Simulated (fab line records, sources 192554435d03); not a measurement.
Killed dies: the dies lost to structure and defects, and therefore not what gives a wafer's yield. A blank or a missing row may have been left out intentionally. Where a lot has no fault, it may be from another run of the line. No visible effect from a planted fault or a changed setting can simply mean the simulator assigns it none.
2 desks, one fault + flow n5 finfet + each desk holds nothing but its own numbers, with what lay behind them at the end

AT THE METROLOGY DESK
Lot by lot, what the gauges showed, no matter which tool ran the lot: averages of those sampled wafers that carry a number. If a lot's mean is further than 4 standard deviations from the usual mean, the lot is out of limits and carries the mark OUT (the distance appears in the brackets).
Columns: A = cd nm at N5_PASSIVATION_CD_MEAS_44, usual 40002 nm
| lot  | first seen here | A     |
|------|-----------------|-------|
| L850 | day 16 04:04    | 40002 |
| L851 | day 16 13:44    | 39998 |
| L855 | day 17 19:04    | 40000 |
| L852 | day 17 23:18    | 40001 |
| L856 | day 18 23:47    | 40005 |
| L863 | day 19 12:36    | 39999 |
| L858 | day 19 15:05    | 40001 |
| L864 | day 20 14:41    | 40009 |
| L865 | day 21 08:23    | 40000 |
| L866 | day 21 11:42    | 39997 |
| L867 | day 21 11:59    | 40003 |
Result from this desk: across the 11 lots, nothing is out of limits.

FOR THE TOOL OWNER'S DESK: rie diel-06
The tool's own readings at N5_PMOS_HMC_CHANNEL_EPI_HM_OPEN_15 (chemistry CHF3/O2, target SiO2, target depth 40.6 nm, time 20.3 s): means of the sampled wafers that have a number, for each lot that ran on this tool. If a lot's mean is further than 4 standard deviations from the usual mean, the lot is out of limits and carries the mark OUT (the distance appears in the brackets).
Columns: A = drypump motor current A at N5_PMOS_HMC_CHANNEL_EPI_HM_OPEN_15, usual 5.6 A; B = oes_ar_750_au at N5_PMOS_HMC_CHANNEL_EPI_HM_OPEN_15, usual 0.77 a.u.; C = oes product au at N5_PMOS_HMC_CHANNEL_EPI_HM_OPEN_15, usual 0.78 a.u.; D = rf fwd power W at N5_PMOS_HMC_CHANNEL_EPI_HM_OPEN_15, usual 644.6 W; E = rf vpp V at N5_PMOS_HMC_CHANNEL_EPI_HM_OPEN_15, usual 536 V; F = showerhead plenum p Torr at N5_PMOS_HMC_CHANNEL_EPI_HM_OPEN_15, usual 2.43 Torr; G = throttle valve pct at N5_PMOS_HMC_CHANNEL_EPI_HM_OPEN_15, usual 18.93 %
| lot  | first seen here | A   | B    | C    | D     | E   | F    | G     |
|------|-----------------|-----|------|------|-------|-----|------|-------|
| L850 | day 2 11:39     | 5.6 | 0.77 | 0.76 | 645.8 | 524 | 2.42 | 18.92 |
| L851 | day 2 17:37     | 5.8 | 0.80 | 0.79 | 646.1 | 536 | 2.48 | 18.89 |
| L858 | day 4 11:08     | 5.8 | 0.79 | 0.78 | 644.7 | 535 | 2.48 | 18.91 |
| L864 | day 6 00:34     | 5.8 | 0.74 | 0.74 | 645.3 | 531 | 2.44 | 19.07 |
Result from this desk: across the 4 lots, nothing is out of limits.

ALL TOGETHER
Nothing out of limits was seen by the metrology desk.
The tool owner's desk saw nothing out of limits.

WHAT WAS PUT IN BY THE SIMULATOR
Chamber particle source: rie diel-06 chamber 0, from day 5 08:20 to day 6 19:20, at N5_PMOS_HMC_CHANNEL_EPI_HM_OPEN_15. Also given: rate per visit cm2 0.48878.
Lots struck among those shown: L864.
